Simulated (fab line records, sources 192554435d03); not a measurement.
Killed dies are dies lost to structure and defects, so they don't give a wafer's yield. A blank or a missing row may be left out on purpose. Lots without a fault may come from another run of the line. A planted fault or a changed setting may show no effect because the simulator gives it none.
fab line records | flow n5_finfet
record lots=24 wafers=72 last_day=19
route steps=1938 shown HKMG_FIN@413 GATE_CUT@488 MOL_CONTACT_COAG@527
lots that met no fault: from a run of the same line without faults
start_h: hours from the record's first day to the start of the lot's first wafer shown | wait_h: hours since the lot's step before | " the same as in the row above | L1.1+2: a row that stands for several wafers | - no value, or no start given | * or withheld: withheld | < > ~ a bound
route shown NAME@n: a module of which the file shows steps, and the number in the route of the first | usual: mean/standard deviation of fault-free wafers | same: alike in all rows | chamber/n: place in a boat | sites: the reading at each site | _std_site: their standard deviation | _edge_site: outer sites' mean less inner sites' | radius_mm: how far each site lies from the wafer's centre | mask NAME#n: copy n | behind: the tool/chamber that last shaped the wafer | hold: why the lot was held/for how many hours/how that ended | device: the transistor (n, p or np) that didn't switch | end of line: the same wafers' tests at the end of the route | a step without rows: its recipe alone | killed: dies lost to structure and defects at the first sort, not the wafer's yield | map: a wafer's dies, x killed, . not, _ none there
set.NAME: the setting as run; set.NAME@STEP: as run at that earlier step | model.NAME: the simulator's own value behind a step, which no gauge read
steps of the route over a sample of lots; a table a step, a row a wafer
services: from which hour (start_h, from the record's first day; less than 0 if before it) a tool's chamber was out of use, for how many hours, and why
## steps
# step N5_HKMG_FIN_CVD_62
# recipe material=a-Si target_thk_a=30 temp_c=500 precursor=Si2H6 pressure_torr=1 time_s=20.8
# usual heater_power_w=1548/190
# columns lot.wafer tool chamber start_h wait_h heater_power_w
L074.1 thermal_cvd_si-02 0 74.06 0.2 1290
L074.3 " 1 " " 1293
L074.5 " 0 " " 1300
L075.1 thermal_cvd_si-01 1 84.30 0.2 1640
L075.4 " 0 " " 1615
L075.6 " 1 " " 1659
L076.2 thermal_cvd_si-02 0 89.45 0.2 1291
L076.3 " 1 " " 1288
L076.6 " 1 " " 1280
L077.2 thermal_cvd_si-01 0 90.30 0.2 1670
L077.3 " 0 " " 1651
L077.4 " 1 " " 1627
L078.1 thermal_cvd_si-02 0 100.26 0.2 1294
L078.3 " 1 " " 1303
L078.6 " 0 " " 1348
L079.2 thermal_cvd_si-01 0 103.44 0.2 1646
L079.3 " 1 " " 1682
L079.5 " 0 " " 1697
L080.1 thermal_cvd_si-02 2 110.25 0.2 1747
L080.3 " 0 " " 1314
L080.4 " 1 " " 1274
L081.1 thermal_cvd_si-01 0 113.72 0.2 1684
L081.4 " 1 " " 1660
L081.6 " 0 " " 1665
L082.1 thermal_cvd_si-02 2 123.86 0.2 1739
L082.3 " 1 " " 1288
L082.6 " 0 " " 1319
L083.1 thermal_cvd_si-01 1 129.21 0.2 1642
L083.2 " 0 " " 1677
L083.3 " 1 " " 1640
L084.3 thermal_cvd_si-02 1 136.93 0.2 1278
L084.4 " 0 " " 1296
L084.6 " 2 " " 1761
L085.3 thermal_cvd_si-01 0 143.22 0.2 1685
L085.5 " 1 " " 1672
L085.6 " 0 " " 1637
L086.1 thermal_cvd_si-02 1 147.51 0.2 1270
L086.4 " 1 " " 1297
L086.5 " 2 " " 1782
L087.1 thermal_cvd_si-01 0 149.53 0.2 1669
L087.4 " 2 " " 1612
L087.5 " 1 " " 1702
L088.3 thermal_cvd_si-02 2 162.50 0.2 1806
L088.5 " 1 " " 1277
L088.6 " 0 " " 1334
L089.2 thermal_cvd_si-01 1 165.37 0.2 1699
L089.3 " 2 " " 1675
L089.5 " 1 " " 1676
L090.1 thermal_cvd_si-02 1 172.50 0.2 1291
L090.3 " 2 " " 1759
L090.6 " 0 " " 1336
L091.1 thermal_cvd_si-01 1 178.15 0.2 1684
L091.4 " 1 " " 1707
L091.6 " 2 " " 1631
L092.2 thermal_cvd_si-02 2 184.44 0.2 1756
L092.3 " 1 " " 1269
L092.6 " 0 " " 1339
L093.1 thermal_cvd_si-01 2 188.39 0.2 1657
L093.3 " 0 " " 1635
L093.5 " 1 " " 1664
L094.3 thermal_cvd_si-02 1 198.15 0.2 1324
L094.5 " 0 " " 1296
L094.6 " 1 " " 1276
L095.2 thermal_cvd_si-01 0 200.32 0.2 1693
L095.4 " 1 " " 1658
L095.5 " 2 " " 1648
L096.3 thermal_cvd_si-02 0 205.15 0.2 1313
L096.4 " 1 " " 1281
L096.5 " 2 " " 1792
L097.1 thermal_cvd_si-01 0 211.16 0.2 1669
L097.3 " 1 " " 1741
L097.4 " 2 " " 1681
# step N5_GATE_CUT_OVL_MEAS_14
# recipe points_per_wafer=522
# usual GATE_CUT_OVL=0.5/0.61
# columns lot.wafer tool chamber start_h wait_h GATE_CUT_OVL[nm]
L074.1 overlay-01 0 83.62 0.0 0.2
L074.3 " 0 " " 0.4
L074.5 " 0 " " -0.2
L075.1 overlay-01 0 94.48 0.0 -0.2
L075.4 " 0 " " 0.2
L075.6 " 0 " " -0.5
L076.2 overlay-02 0 99.65 0.0 0.0
L076.3 " 0 " " 0.2
L076.6 " 0 " " 0.0
L077.2 overlay-02 0 101.25 0.0 0.3
L077.3 " 0 " " 0.0
L077.4 " 0 " " 0.2
L078.1 overlay-02 0 111.00 0.0 0.3
L078.3 " 0 " " 0.1
L078.6 " 0 " " 0.7
L079.2 overlay-02 0 113.52 0.0 -0.3
L079.3 " 0 " " 0.3
L079.5 " 0 " " 0.3
L080.1 overlay-02 0 119.88 0.0 0.1
L080.3 " 0 " " 0.9
L080.4 " 0 " " 0.9
L081.1 overlay-01 0 123.48 0.0 0.7
L081.4 " 0 " " 1.3
L081.6 " 0 " " 1.3
L082.1 overlay-01 0 134.41 0.0 0.2
L082.3 " 0 " " 0.5
L082.6 " 0 " " 1.7
L083.1 overlay-01 0 139.00 0.0 1.5
L083.2 " 0 " " 0.7
L083.3 " 0 " " 0.5
L084.3 overlay-01 0 146.57 0.0 0.7
L084.4 " 0 " " 1.5
L084.6 " 0 " " 0.9
L085.3 overlay-02 0 153.08 0.0 -0.5
L085.5 " 0 " " -0.2
L085.6 " 0 " " 0.6
L086.1 overlay-01 0 157.25 0.0 0.6
L086.4 " 0 " " 1.1
L086.5 " 0 " " -0.1
L087.1 overlay-02 0 159.36 0.0 0.8
L087.4 " 0 " " -0.1
L087.5 " 0 " " 0.3
L088.3 overlay-01 0 172.99 0.0 1.2
L088.5 " 0 " " 1.8
L088.6 " 0 " " 0.1
L089.2 overlay-02 0 175.29 0.0 0.2
L089.3 " 0 " " 0.1
L089.5 " 0 " " 0.4
L090.1 overlay-01 0 182.72 0.0 -0.1
L090.3 " 0 " " 0.0
L090.6 " 0 " " 0.7
L091.1 overlay-02 0 188.26 0.0 0.1
L091.4 " 0 " " 0.3
L091.6 " 0 " " 0.3
L092.2 overlay-01 0 194.39 0.0 -0.1
L092.3 " 0 " " 0.1
L092.6 " 0 " " -0.3
L093.1 overlay-01 0 198.11 0.0 -0.3
L093.3 " 0 " " 0.0
L093.5 " 0 " " 0.6
L094.3 overlay-02 0 208.05 0.0 1.5
L094.5 " 0 " " 1.3
L094.6 " 0 " " 2.0
L095.2 overlay-01 0 210.50 0.0 0.8
L095.4 " 0 " " 1.1
L095.5 " 0 " " 1.2
L096.3 overlay-01 0 215.81 0.0 -0.3
L096.4 " 0 " " 0.4
L096.5 " 0 " " -0.3
L097.1 overlay-02 0 221.08 0.0 1.3
L097.3 " 0 " " 0.8
L097.4 " 0 " " 0.8
# step N5_GATE_CUT_HM_OPEN_40
# recipe chemistry=C4F6/O2 target=SiO2 mask_material=SiARC target_depth_a=1390 time_s=85.1 ion_energy_ev=250 pressure_mtorr=30 source_w=345 bias_w=185 Ar_flow_sccm=300 C4F6_flow_sccm=10 O2_flow_sccm=10 ends=cleared
# usual drypump_motor_current_A=5.8/0.4 etch_rf_on_time_s=94.1/1.8 oes_product_au=0.70/0.084 rf_vpp_V=671/10 showerhead_plenum_p_Torr=2.88/0.086 throttle_valve_pct=21.00/0.18
# columns lot.wafer tool chamber start_h wait_h drypump_motor_current_A etch_rf_on_time_s oes_product_au rf_hours_counter_h rf_vpp_V showerhead_plenum_p_Torr throttle_valve_pct
L074.1 rie_diel-01 0 83.89 0.0 6.3 91.2 0.82 25 685 2.91 21.15
L074.3 " 2 " " 5.8 91.9 0.64 231 659 2.68 21.07
L074.5 " 0 " " 6.3 93.5 0.82 - 687 2.91 21.16
L075.1 rie_diel-02 1 94.74 0.0 5.7 95.6 0.61 242 675 2.94 21.12
L075.4 " 0 " " 5.5 97.5 0.70 140 672 2.95 21.28
L075.6 " 1 " " 5.7 95.6 0.61 - 675 2.94 21.10
L076.2 rie_diel-05 1 99.90 0.0 6.0 92.3 0.71 117 686 2.84 20.86
L076.3 " 2 " " 5.0 92.1 0.70 150 668 2.75 20.87
L076.6 " 2 " " 5.0 94.7 0.69 - 667 2.75 20.86
L077.2 rie_diel-05 1 101.50 0.0 6.0 91.7 0.70 117 685 2.84 20.86
L077.3 " 2 " " 5.0 92.6 0.69 150 667 2.75 20.88
L077.4 " 1 " " 6.0 94.6 0.71 - 687 2.84 20.85
L078.1 rie_diel-05 3 111.26 0.0 5.8 92.9 0.65 216 676 2.92 21.10
L078.3 " 0 " " 6.1 95.0 0.64 196 668 2.95 21.06
L078.6 " 0 " " 6.1 97.5 0.64 - 668 2.95 21.06
L079.2 rie_diel-05 3 113.77 0.0 5.8 92.7 0.63 217 675 2.92 21.09
L079.3 " 2 " " 5.0 92.5 0.69 153 668 2.75 20.89
L079.5 " 0 " " 6.1 94.3 0.64 - 668 2.95 21.07
L080.1 rie_diel-02 2 120.13 0.0 6.2 96.1 0.63 197 669 2.81 20.75
L080.3 " 1 " " 5.7 94.4 0.60 246 674 2.94 21.11
L080.4 " 3 " " 6.3 92.6 0.86 9 654 3.01 20.72
L081.1 rie_diel-05 1 123.73 0.0 6.1 92.9 0.70 120 685 2.84 20.85
L081.4 " 3 " " 5.7 94.2 0.64 219 675 2.92 21.11
L081.6 " 3 " " 5.7 95.3 0.63 - 676 2.92 21.11
L082.1 rie_diel-05 2 134.68 0.0 5.0 92.3 0.69 158 668 2.75 20.88
L082.3 " 1 " " 6.1 91.0 0.70 123 687 2.84 20.86
L082.6 " 0 " " 6.1 96.0 0.63 - 669 2.94 21.08
L083.1 rie_diel-02 2 139.25 0.0 6.2 94.0 0.63 202 669 2.81 20.75
L083.2 " 0 " " 5.5 94.0 0.68 150 671 2.94 21.27
L083.3 " 3 " " 6.3 92.3 0.85 13 654 3.01 20.74
L084.3 rie_diel-02 0 146.82 0.0 5.5 94.9 0.68 152 673 2.94 21.29
L084.4 " 3 " " 6.3 92.9 0.84 - 654 3.01 20.74
L084.6 " 0 " " 5.4 96.3 0.68 - 672 2.94 21.27
L085.3 rie_diel-01 2 153.66 0.0 5.8 94.9 0.63 246 660 2.68 21.07
L085.5 " 3 " " 5.9 96.0 0.79 - 674 2.90 21.00
L085.6 " 0 " " 6.3 94.0 0.78 - 686 2.90 21.17
L086.1 rie_diel-01 3 157.51 0.0 5.8 93.0 0.79 46 675 2.90 20.97
L086.4 " 2 " " 5.9 93.8 0.63 246 659 2.68 21.09
L086.5 " 3 " " 5.8 92.8 0.80 - 675 2.90 20.99
L087.1 rie_diel-05 3 159.62 0.0 5.8 94.1 0.63 228 676 2.91 21.10
L087.4 " 0 " " 6.1 98.2 0.63 208 669 2.94 21.09
L087.5 " 2 " " 5.0 96.4 0.68 - 668 2.75 20.89
L088.3 rie_diel-05 3 173.23 0.0 5.8 92.6 0.62 232 676 2.91 21.12
L088.5 " 0 " " 6.1 96.8 0.63 - 669 2.94 21.08
L088.6 " 1 " " 6.0 94.6 0.70 - 687 2.84 20.88
L089.2 rie_diel-02 3 176.37 0.0 6.3 90.8 0.83 23 653 3.00 20.76
L089.3 " 1 " " 5.7 93.1 0.86 7 674 2.93 20.84
L089.5 " 0 " " 5.4 95.5 0.67 - 673 2.94 21.29
L090.1 rie_diel-05 3 182.98 0.0 5.8 93.2 0.62 236 675 2.91 21.11
L090.3 " 1 " " 6.0 93.4 0.69 135 686 2.84 20.88
L090.6 " 3 " " 5.8 94.6 0.62 - 674 2.91 21.12
L091.1 rie_diel-02 2 188.52 0.0 6.2 94.4 0.62 212 668 2.81 20.76
L091.4 " 1 " " 5.7 93.6 0.84 12 674 2.93 20.85
L091.6 " 3 " " 6.3 93.8 0.83 - 653 3.00 20.73
L092.2 rie_diel-01 3 194.64 0.0 5.8 94.8 0.77 61 675 2.89 21.01
L092.3 " 2 " " 5.9 92.8 0.92 2 671 3.01 20.72
L092.6 " 2 " " 5.8 92.5 0.92 - 670 3.01 20.70
L093.1 rie_diel-01 3 198.56 0.0 5.8 93.6 0.77 63 674 2.89 21.02
L093.3 " 2 " " 5.9 88.9 0.91 4 670 3.01 20.71
L093.5 " 2 " " 5.8 91.1 0.91 - 670 3.01 20.71
L094.3 rie_diel-01 2 208.40 0.0 5.8 91.3 0.89 - 670 3.01 20.71
L094.5 " 0 " " 6.3 96.4 0.75 - 685 2.89 21.20
L094.6 " 2 " " 5.9 91.6 0.89 - 670 3.01 20.71
L095.2 rie_diel-05 3 210.79 0.0 5.7 93.1 0.62 243 675 2.90 21.12
L095.4 " 2 " " 5.1 94.4 0.66 180 667 2.74 20.91
L095.5 " 1 " " 6.0 95.4 0.68 - 686 2.83 20.90
L096.3 rie_diel-05 3 216.05 0.0 5.8 93.4 0.62 245 676 2.90 21.14
L096.4 " 0 " " 6.1 95.0 0.62 224 667 2.93 21.10
L096.5 " 1 " " 6.1 94.5 0.69 - 686 2.83 20.88
L097.1 rie_diel-05 1 221.50 0.0 6.0 95.1 0.67 146 685 2.83 20.89
L097.3 " 0 " " 6.1 97.3 0.61 225 668 2.93 21.11
L097.4 " 3 " " 5.8 95.4 0.61 246 675 2.90 21.14
# step N5_GATE_CUT_STRIP_42
# recipe chemistry=O2 power_w=400 temp_c=40 pressure_mtorr=30 rf_frequency_hz=6e+07 bias_power_w=0 overash_fraction=0.3 o2_flow_sccm=225
# usual drypump_motor_current_A=5.8/0.4 oes_product_au=0.78/0.094 rf_vpp_V=3.7/0.52 showerhead_plenum_p_Torr=2.12/0.07 throttle_valve_pct=16.73/0.18
# columns lot.wafer tool chamber start_h wait_h drypump_motor_current_A oes_product_au rf_hours_counter_h rf_vpp_V showerhead_plenum_p_Torr throttle_valve_pct
L074.1 rie_diel-01 0 83.97 0.0 6.3 0.89 25 4.3 2.13 16.72
L074.3 " 2 " " 5.8 0.71 231 3.3 1.98 16.91
L074.5 " 0 " " 6.3 0.90 - 4.2 2.13 16.73
L075.1 rie_diel-02 1 94.82 0.0 5.7 0.67 242 4.5 2.13 16.70
L075.4 " 0 " " 5.5 0.77 140 4.3 2.18 17.03
L075.6 " 1 " " 5.7 0.68 - 3.8 2.13 16.68
L076.2 rie_diel-05 1 99.98 0.0 6.0 0.77 117 3.7 2.10 16.60
L076.3 " 2 " " 5.0 0.76 150 3.5 2.02 16.56
L076.6 " 2 " " 5.0 0.76 - 4.0 2.02 16.58
L077.2 rie_diel-05 1 101.58 0.0 6.0 0.78 117 3.4 2.10 16.58
L077.3 " 2 " " 5.0 0.76 150 4.3 2.02 16.55
L077.4 " 1 " " 6.0 0.79 - 4.0 2.10 16.60
L078.1 rie_diel-05 3 111.34 0.0 5.7 0.70 216 4.1 2.16 16.93
L078.3 " 0 " " 6.1 0.70 196 3.2 2.17 16.78
L078.6 " 0 " " 6.1 0.71 - 4.8 2.17 16.79
L079.2 rie_diel-05 3 113.85 0.0 5.8 0.70 217 3.4 2.16 16.93
L079.3 " 2 " " 5.1 0.76 153 2.8 2.02 16.57
L079.5 " 0 " " 6.1 0.71 - 3.0 2.16 16.79
L080.1 rie_diel-02 2 120.22 0.0 6.1 0.70 198 3.6 2.07 16.55
L080.3 " 1 " " 5.7 0.68 246 3.8 2.13 16.68
L080.4 " 3 " " 6.3 0.96 9 3.2 2.25 16.51
L081.1 rie_diel-05 1 123.81 0.0 6.0 0.76 120 4.4 2.09 16.61
L081.4 " 3 " " 5.8 0.70 219 4.5 2.16 16.94
L081.6 " 3 " " 5.8 0.70 - 3.0 2.16 16.94
L082.1 rie_diel-05 2 134.76 0.0 5.0 0.75 158 3.8 2.01 16.58
L082.3 " 1 " " 6.0 0.78 123 4.1 2.09 16.60
L082.6 " 0 " " 6.1 0.70 - 3.4 2.16 16.80
L083.1 rie_diel-02 2 139.33 0.0 6.2 0.70 202 3.3 2.07 16.60
L083.2 " 0 " " 5.5 0.77 150 4.2 2.17 17.02
L083.3 " 3 " " 6.2 0.94 13 3.9 2.24 16.54
L084.3 rie_diel-02 0 146.90 0.0 5.4 0.77 152 3.8 2.17 17.03
L084.4 " 3 " " 6.2 0.94 - 3.7 2.24 16.53
L084.6 " 0 " " 5.5 0.77 - 2.8 2.17 17.03
L085.3 rie_diel-01 2 153.74 0.0 5.9 0.70 246 4.5 1.97 16.95
L085.5 " 3 " " 5.8 0.87 - 4.0 2.12 16.61
L085.6 " 0 " " 6.3 0.87 - 3.7 2.12 16.74
L086.1 rie_diel-01 3 157.59 0.0 5.8 0.86 46 3.8 2.12 16.60
L086.4 " 2 " " 5.9 0.70 246 4.5 1.97 16.93
L086.5 " 3 " " 5.8 0.87 - 4.4 2.12 16.61
L087.1 rie_diel-05 3 159.70 0.0 5.8 0.69 228 4.0 2.16 16.96
L087.4 " 0 " " 6.1 0.70 208 3.0 2.16 16.80
L087.5 " 2 " " 5.0 0.75 - 3.5 2.01 16.58
L088.3 rie_diel-05 3 173.31 0.0 5.8 0.69 232 3.2 2.16 16.96
L088.5 " 0 " " 6.1 0.69 - 2.8 2.16 16.79
L088.6 " 1 " " 6.0 0.77 - 4.1 2.09 16.63
L089.2 rie_diel-02 3 176.45 0.0 6.2 0.92 23 3.8 2.24 16.56
L089.3 " 1 " " 5.7 0.95 7 3.8 2.13 16.28
L089.5 " 0 " " 5.5 0.76 - 3.4 2.17 17.05
L090.1 rie_diel-05 3 183.06 0.0 5.8 0.69 236 3.2 2.16 16.97
L090.3 " 1 " " 6.0 0.76 135 3.2 2.09 16.65
L090.6 " 3 " " 5.8 0.69 - 4.6 2.15 16.98
L091.1 rie_diel-02 2 188.60 0.0 6.2 0.70 212 4.6 2.07 16.60
L091.4 " 1 " " 5.7 0.93 12 3.1 2.13 16.30
L091.6 " 3 " " 6.3 0.90 - 2.7 2.24 16.57
L092.2 rie_diel-01 3 194.73 0.0 5.8 0.85 61 3.7 2.12 16.65
L092.3 " 2 " " 5.9 1.03 2 3.2 2.23 16.46
L092.6 " 2 " " 5.8 1.03 - 3.9 2.23 16.46
L093.1 rie_diel-01 3 198.64 0.0 5.8 0.85 63 2.9 2.12 16.65
L093.3 " 2 " " 5.8 1.02 4 3.3 2.23 16.46
L093.5 " 2 " " 5.8 1.03 - 3.9 2.23 16.46
L094.3 rie_diel-01 2 208.52 0.0 5.8 0.99 - 4.4 2.23 16.49
L094.5 " 0 " " 6.3 0.84 - 4.8 2.11 16.80
L094.6 " 2 " " 5.8 0.99 - 3.2 2.23 16.47
L095.2 rie_diel-05 3 210.87 0.0 5.8 0.68 243 3.3 2.15 16.97
L095.4 " 2 " " 5.0 0.74 180 3.6 2.01 16.63
L095.5 " 1 " " 6.0 0.75 - 2.9 2.09 16.65
L096.3 rie_diel-05 3 216.14 0.0 5.8 0.68 245 4.1 2.15 16.98
L096.4 " 0 " " 6.1 0.68 224 3.8 2.15 16.82
L096.5 " 1 " " 6.0 0.74 - 4.0 2.09 16.67
L097.1 rie_diel-05 1 221.58 0.0 6.0 0.74 146 3.2 2.08 16.67
L097.3 " 0 " " 6.1 0.69 226 4.1 2.15 16.84
L097.4 " 3 " " 5.8 0.68 246 4.2 2.15 16.98
# step N5_GATE_CUT_VAPOR_ETCH_48
# recipe chemistry=BCl3/Cl2 target=TiN mode=isotropic
# usual drypump_motor_current_A=5.7/0.48 oes_product_au=0.74/0.099
# columns lot.wafer tool chamber start_h wait_h drypump_motor_current_A oes_product_au
L074.1 rie_metal-01 1 84.30 0.0 5.1 0.64
L074.3 " 0 " " 6.7 0.79
L074.5 " 1 " " 5.1 0.63
L075.1 rie_metal-03 1 95.15 0.0 5.2 0.81
L075.4 " 0 " " 5.3 0.64
L075.6 " 1 " " 5.1 0.80
L076.2 rie_metal-02 0 100.31 0.0 5.7 0.89
L076.3 " 0 " " 5.6 0.89
L076.6 " 1 " " 5.9 0.67
L077.2 rie_metal-02 0 101.91 0.0 5.7 0.89
L077.3 " 0 " " 5.7 0.89
L077.4 " 1 " " 5.9 0.67
L078.1 rie_metal-01 0 111.67 0.0 6.7 0.78
L078.3 " 0 " " 6.7 0.79
L078.6 " 1 " " 5.1 0.64
L079.2 rie_metal-01 1 114.18 0.0 5.1 0.63
L079.3 " 1 " " 5.1 0.63
L079.5 " 0 " " 6.7 0.79
L080.1 rie_metal-02 0 120.54 0.0 5.7 0.89
L080.3 " 1 " " 5.9 0.67
L080.4 " 0 " " 5.7 0.88
L081.1 rie_metal-01 0 124.14 0.0 6.7 0.78
L081.4 " 1 " " 5.1 0.63
L081.6 " 1 " " 5.1 0.63
L082.1 rie_metal-03 1 135.09 0.0 5.1 0.79
L082.3 " 1 " " 5.1 0.79
L082.6 " 1 " " 5.1 0.80
L083.1 rie_metal-02 1 139.66 0.0 5.9 0.67
L083.2 " 0 " " 5.7 0.88
L083.3 " 0 " " 5.6 0.89
L084.3 rie_metal-01 0 147.24 0.0 6.7 0.78
L084.4 " 1 " " 5.1 0.64
L084.6 " 1 " " 5.1 0.63
L085.3 rie_metal-02 1 154.07 0.0 5.9 0.67
L085.5 " 1 " " 5.9 0.67
L085.6 " 0 " " 5.7 0.88
L086.1 rie_metal-02 0 157.91 0.0 5.7 0.87
L086.4 " 1 " " 5.9 0.66
L086.5 " 1 " " 5.9 0.66
L087.1 rie_metal-03 1 160.02 0.0 5.1 0.79
L087.4 " 1 " " 5.1 0.79
L087.5 " 1 " " 5.1 0.80
L088.3 rie_metal-02 1 173.65 0.0 6.0 0.66
L088.5 " 1 " " 5.9 0.66
L088.6 " 0 " " 5.6 0.87
L089.2 rie_metal-03 0 176.78 0.0 5.3 0.63
L089.3 " 1 " " 5.1 0.79
L089.5 " 0 " " 5.3 0.63
L090.1 rie_metal-02 0 183.39 0.0 5.7 0.88
L090.3 " 0 " " 5.6 0.88
L090.6 " 1 " " 5.9 0.67
L091.1 rie_metal-02 0 188.93 0.0 5.6 0.86
L091.4 " 1 " " 5.9 0.66
L091.6 " 1 " " 5.9 0.66
L092.2 rie_metal-03 1 195.06 0.0 5.1 0.78
L092.3 " 1 " " 5.1 0.79
L092.6 " 1 " " 5.1 0.79
L093.1 rie_metal-02 0 198.97 0.0 5.6 0.88
L093.3 " 1 " " 5.9 0.66
L093.5 " 0 " " 5.7 0.87
L094.3 rie_metal-02 0 208.90 0.0 5.7 0.86
L094.5 " 0 " " 5.6 0.85
L094.6 " 1 " " 5.9 0.65
L095.2 rie_metal-03 1 211.20 0.0 5.1 0.78
L095.4 " 0 " " 5.3 0.62
L095.5 " 1 " " 5.1 0.77
L096.3 rie_metal-02 0 216.54 0.0 5.6 0.85
L096.4 " 1 " " 5.9 0.65
L096.5 " 1 " " 5.9 0.65
L097.1 rie_metal-02 1 221.90 0.0 5.9 0.65
L097.3 " 0 " " 5.7 0.85
L097.4 " 1 " " 5.9 0.65
# step N5_MOL_CONTACT_COAG_OVL_MEAS_09
# recipe points_per_wafer=522
# usual CA_OVL=0.1/0.74
# columns lot.wafer tool chamber start_h wait_h CA_OVL[nm]
L074.1 overlay-01 0 89.62 0.0 0.1
L074.3 " 0 " " 0.5
L074.5 " 0 " " 0.4
L075.1 overlay-02 0 98.92 0.0 0.0
L075.4 " 0 " " 0.5
L075.6 " 0 " " 0.9
L076.2 overlay-02 0 103.89 0.0 0.3
L076.3 " 0 " " -0.4
L076.6 " 0 " " 0.2
L077.2 overlay-02 0 105.16 0.0 -0.3
L077.3 " 0 " " -0.9
L077.4 " 0 " " 0.5
L078.1 overlay-01 0 114.79 0.0 0.1
L078.3 " 0 " " -0.3
L078.6 " 0 " " -0.7
L079.2 overlay-02 0 117.30 0.0 -0.2
L079.3 " 0 " " 0.2
L079.5 " 0 " " 0.2
L080.1 overlay-01 0 123.85 0.0 1.0
L080.3 " 0 " " 1.9
L080.4 " 0 " " 0.4
L081.1 overlay-01 0 127.68 0.0 1.1
L081.4 " 0 " " 0.4
L081.6 " 0 " " -0.3
L082.1 overlay-01 0 138.33 0.0 0.4
L082.3 " 0 " " 0.8
L082.6 " 0 " " 0.9
L083.1 overlay-01 0 142.91 0.0 -0.5
L083.2 " 0 " " -0.2
L083.3 " 0 " " -0.5
L084.3 overlay-02 0 150.49 0.0 0.6
L084.4 " 0 " " 1.1
L084.6 " 0 " " 0.3
L085.3 overlay-02 0 157.33 0.0 0.3
L085.5 " 0 " " -0.4
L085.6 " 0 " " -0.8
L086.1 overlay-02 0 161.17 0.0 1.1
L086.4 " 0 " " 0.2
L086.5 " 0 " " 0.4
L087.1 overlay-01 0 163.14 0.0 1.2
L087.4 " 0 " " 0.8
L087.5 " 0 " " 0.3
L088.3 overlay-01 0 177.43 0.0 -0.9
L088.5 " 0 " " 0.1
L088.6 " 0 " " 1.1
L089.2 overlay-02 0 179.90 0.0 1.3
L089.3 " 0 " " 1.1
L089.5 " 0 " " -0.5
L090.1 overlay-01 0 186.52 0.0 0.3
L090.3 " 0 " " 0.5
L090.6 " 0 " " -1.5
L091.1 overlay-02 0 192.40 0.0 -0.5
L091.4 " 0 " " 0.3
L091.6 " 0 " " -1.0
L092.2 overlay-02 0 199.28 0.0 0.2
L092.3 " 0 " " 0.7
L092.6 " 0 " " -0.8
L093.1 overlay-02 0 202.08 0.0 0.4
L093.3 " 0 " " 0.9
L093.5 " 0 " " 0.5
L094.3 overlay-01 0 212.48 0.0 -0.1
L094.5 " 0 " " -0.1
L094.6 " 0 " " -0.9
L095.2 overlay-02 0 214.45 0.0 0.6
L095.4 " 0 " " -0.2
L095.5 " 0 " " 0.3
L096.3 overlay-02 0 220.20 0.0 0.9
L096.4 " 0 " " -0.6
L096.5 " 0 " " 1.4
L097.1 overlay-01 0 225.02 0.0 -0.1
L097.3 " 0 " " 0.7
L097.4 " 0 " " 1.1
## services
# columns tool chamber start_h hours kind
rie_metal-03 - 52.87 0.3 repair
rie_diel-02 3 58.21 - clean
rie_diel-02 3 58.21 - consumable_replace:focus_ring
rie_diel-02 3 58.21 - consumable_replace:showerhead
rie_diel-02 3 58.21 20.1 scheduled_down
rie_diel-02 3 58.21 20.1 vent_cycle
thermal_cvd_si-02 1 58.52 7.1 repair
rie_diel-01 3 78.87 5.7 repair
rie_metal-01 - 88.18 1.0 repair
rie_diel-05 1 109.28 4.8 repair
rie_metal-02 - 121.15 4.3 pm
rie_metal-03 - 128.76 2.8 pm
rie_diel-02 1 138.98 - clean
rie_diel-02 1 138.98 - consumable_replace:focus_ring
rie_diel-02 1 138.98 11.9 scheduled_down
rie_diel-05 1 140.73 9.1 repair
rie_diel-01 3 144.44 4.0 repair
thermal_cvd_si-02 1 152.11 7.5 repair
rie_diel-02 2 177.07 8.7 repair
rie_metal-02 - 181.30 1.0 repair
thermal_cvd_si-02 2 189.64 5.2 repair
rie_diel-02 1 203.82 16.6 repair
rie_diel-01 3 205.00 4.9 repair
rie_metal-03 0 205.63 1.3 repair
## key
fault none
